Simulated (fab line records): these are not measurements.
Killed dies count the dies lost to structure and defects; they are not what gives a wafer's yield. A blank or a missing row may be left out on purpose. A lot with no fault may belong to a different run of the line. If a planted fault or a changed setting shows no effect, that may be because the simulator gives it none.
Comparing a struck lot with a sound one || flow n5 finfet || 15 steps out of a route of 1938
Sound: the wafers L995.1, L995.4, L995.6. Struck: wafer L100.6 (left out: L100.2, L100.5 of the same lot, which were not struck); the cause appears at the end.
Order at every step that has rows: each side's tool, ch and its chambers, its first start. Under that, the readings that differ: sound wafers || struck wafers || difference of the means || sigmas: that difference in standard deviations of wafers without a fault.
alike: readings with means less than 2 such deviations apart, plus words and numbers identical on both sides. not compared: withheld readings, readings lacking a value on some wafer, bounds such as >300 that could conceal the same value, and numbers that have no deviation in the record and whose values overlap.
Wherever a step has rows on one side only, a row that says differs or no value, or a row with sigmas, the two part there. Non-overlapping numbers with no deviation appear without sigmas and do not part them. A reading that every wafer of one side lacks parts them only if that side has two wafers or more.

N5_SD_ACTIVATION_LSA_01: time 0.0008 s.
  sound on laser anneal-02 ch 0, day 5 03:55; struck on laser anneal-02 ch 0, day 6 14:54
  alike: wafer_temp_C_max
N5_SD_ACTIVATION_RS_MEAS_03: the measuring method here is four-point-probe.
  sound: film metro-01 at day 5 04:07; struck: film metro-02 at day 6 15:06
{"reading": "RS_SD_P (ohm/sq)", "sound": "56.1 57.1 56.7", "struck": 54.7, "difference": -1.9, "sigmas": -2}
  alike: RS_SD_N
N5_SD_ACTIVATION_INSPECT_02: inspects for defects (darkfield).
  sound: defect inspect-01 at day 5 04:26; struck: defect inspect-01 at day 6 15:24
  alike: raw defect count
N5_ILD0_LINER_00: material SiNx, target thk 4 nm, pulse time 1 s, purge time 2 s.
  sound on ald sin-03 ch 0,1, day 5 04:38; struck on ald sin-02 ch 2, day 6 15:26
  alike: chamber pressure Torr, heater power w, precursor pulse height rel
then, 2 steps without rows for these wafers: N5_ILD0_FCVD_FILL_01 (material SiO2 flowable, target thk 200 nm, time 328.3 s); N5_ILD0_CURE_02 (time 1800 s).
N5_ILD0_CMP_03: polishes, stops on SiNx, t overpolish 1.9 s, target thk 197.38 nm.
  sound on cmp-03 ch 0,2, day 5 07:04; struck on cmp-02 ch 0, day 6 17:51
{"reading": "time to endpoint s (s)", "sound": "75.1 74.2 76.3", "struck": 69.0, "difference": -6.2, "sigmas": -2}
  alike: motor current A, overpolish run s
N5_ILD0_THK_MEAS_04:
  sound: film metro-01 at day 5 07:19; struck: film metro-02 at day 6 18:07
  alike: thk nm
N5_ILD0_CMP_07: polishes SiO2 flowable, stops on poly-Si, t overpolish 1.18 s, target thk 138.88 nm.
  sound on cmp-03 ch 2,3, day 5 07:20; struck on cmp-01 ch 1, day 6 18:15
  alike: motor current A
N5_ILD0_THK_MEAS_08:
  sound: film metro-01 at day 5 07:38; struck: film metro-02 at day 6 18:26
  alike: thk nm
then, 1 step without rows for these wafers: N5_ILD0_PRECLEAN_10 (cleans in NF3:NH3, afs cycles 5, time 20 s, sublimation time 60 s).
N5_ILD0_ALD_15: deposits SiNx, target thk 24 nm, pulse time 1 s, ald cycles 480.
  sound on ald sin-03 ch 0,1,3, day 5 08:21; struck on ald sin-01 ch 3, day 6 20:31
{"reading": "ald cycles", "sound": "480 480 480", "struck": 618, "difference": "+138", "sigmas": ""}
{"reading": "model.SiNx_of_ILD0_ALD_15.thk nm (nm)", "sound": "24 24 24.2", "struck": 31, "difference": "+7", "sigmas": ""}
  alike: chamber pressure Torr, heater power w, precursor pulse height rel
N5_ILD0_CMP_12: polishes SiNx, stops on poly-Si, t overpolish 6 s, target thk 17.67 nm.
  sound on cmp-03 ch 0,1,3, day 5 10:38; struck on cmp-01 ch 2, day 6 21:38
{"reading": "time to endpoint s (s)", "sound": "31.8 27.9 27.6", "struck": 40.3, "difference": "+11.2", "sigmas": "+6"}
  alike: motor current A
N5_ILD0_THK_MEAS_13:
  sound: film metro-01 at day 5 10:51; struck: film metro-01 at day 6 21:56
  alike: thk nm
-- the record jumps here: 5 days lie between the struck wafers' starts before and after (it left off in module ILD0 and takes up again in module BEOL_M4, whose first step shown is number 1111 of the route) --
N5_BEOL_M4_RC_MEAS_101:
  sound on prober-02 ch 0, day 10 18:22; struck on prober-01 ch 0, day 11 17:28
  alike: DIBL_N, DIBL_P, IOFF_N, IOFF_P, ION_N, ION_P, SS_N, SS_P, VT_N, VT_P

## WHERE THEY PART
First at N5_SD_ACTIVATION_RS_MEAS_03; last, within this record, at N5_ILD0_CMP_12. Later steps at which nothing parts them and some readings are alike: N5_ILD0_THK_MEAS_13, N5_BEOL_M4_RC_MEAS_101.

WHY: what had been put in by the simulator
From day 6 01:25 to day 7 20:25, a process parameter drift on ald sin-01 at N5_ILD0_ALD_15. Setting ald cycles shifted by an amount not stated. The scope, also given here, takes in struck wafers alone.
